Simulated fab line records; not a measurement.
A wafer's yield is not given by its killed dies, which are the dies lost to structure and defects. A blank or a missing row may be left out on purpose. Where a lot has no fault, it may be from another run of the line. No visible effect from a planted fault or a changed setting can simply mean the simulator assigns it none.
2 desks looking at one fault :: flow n5_finfet :: only its own numbers are on each desk; what lay behind them is given at the end

## METROLOGY DESK
Lot by lot, what the gauges showed, no matter which tool ran the lot: averages of those sampled wafers that carry a number. Marked OUT: a lot whose mean sits more than 4 standard deviations from the usual mean, which makes it out of limits; the brackets give that distance.
Columns: A = M10_OVL at N5_BEOL_M10_OVL_MEAS_12, usual -0.4 nm
lot: L794
first seen here: day 9 18:26
A: -1.7

lot: L797
first seen here: day 10 19:27
A: -0.4

lot: L798
first seen here: day 11 05:44
A: -0.3

lot: L801
first seen here: day 12 03:03
A: -0.5

lot: L807
first seen here: day 14 01:01
A: -1.8

lot: L808
first seen here: day 14 04:07
A: -0.5

lot: L810
first seen here: day 14 06:41
A: -1.0

lot: L809
first seen here: day 14 07:08
A: -1.6

lot: L811
first seen here: day 14 20:03
A: -0.1

lot: L816
first seen here: day 16 08:52
A: -0.2

lot: L817
first seen here: day 16 23:20
A: -0.9
This desk found nothing out of limits on any of the 11 lots.

## FOR THE TOOL OWNER'S DESK: arfi_scanner-01
The tool's own readings at N5_BEOL_M10_EXPOSE_25 (exposes mask V9): means of the sampled wafers that have a number, for each lot that ran on this tool. Marked OUT: a lot whose mean sits more than 4 standard deviations from the usual mean, which makes it out of limits; the brackets give that distance.
Columns: A = exposure_dose_mJ_cm2 at N5_BEOL_M10_EXPOSE_25, usual 85.49
lot: L794
first seen here: day 9 20:34
A: 85.55

lot: L798
first seen here: day 11 07:29
A: 85.62

lot: L801
first seen here: day 12 08:16
A: 84.16 (-15) OUT

lot: L807
first seen here: day 14 02:46
A: 84.38 (-13) OUT
This desk's finding: out of limits on L801, L807; first on L801, day 12 08:16 (exposure_dose_mJ_cm2 at N5_BEOL_M10_EXPOSE_25). L794, L798 stayed within limits.

## ALL TOGETHER
The tool owner's desk had the chance to raise an alarm at day 12 08:16 on L801, L807.
Nothing out of limits was seen by the metrology desk.
The metrology desk holds a record of L801, L807, inside its limits.
All the named lots went through N5_BEOL_M10_EXPOSE_25 on arfi_scanner-01.

## WHAT THE SIMULATOR PUT IN
Process parameter drift: arfi_scanner-01, from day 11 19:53 on, at N5_BEOL_M10_EXPOSE_25. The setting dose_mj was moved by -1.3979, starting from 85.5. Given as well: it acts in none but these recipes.
Shown lots that were struck: L801, L807.
Time in hours from fault onset to the first out-of-limits reading at each desk: the tool owner's desk, 12.
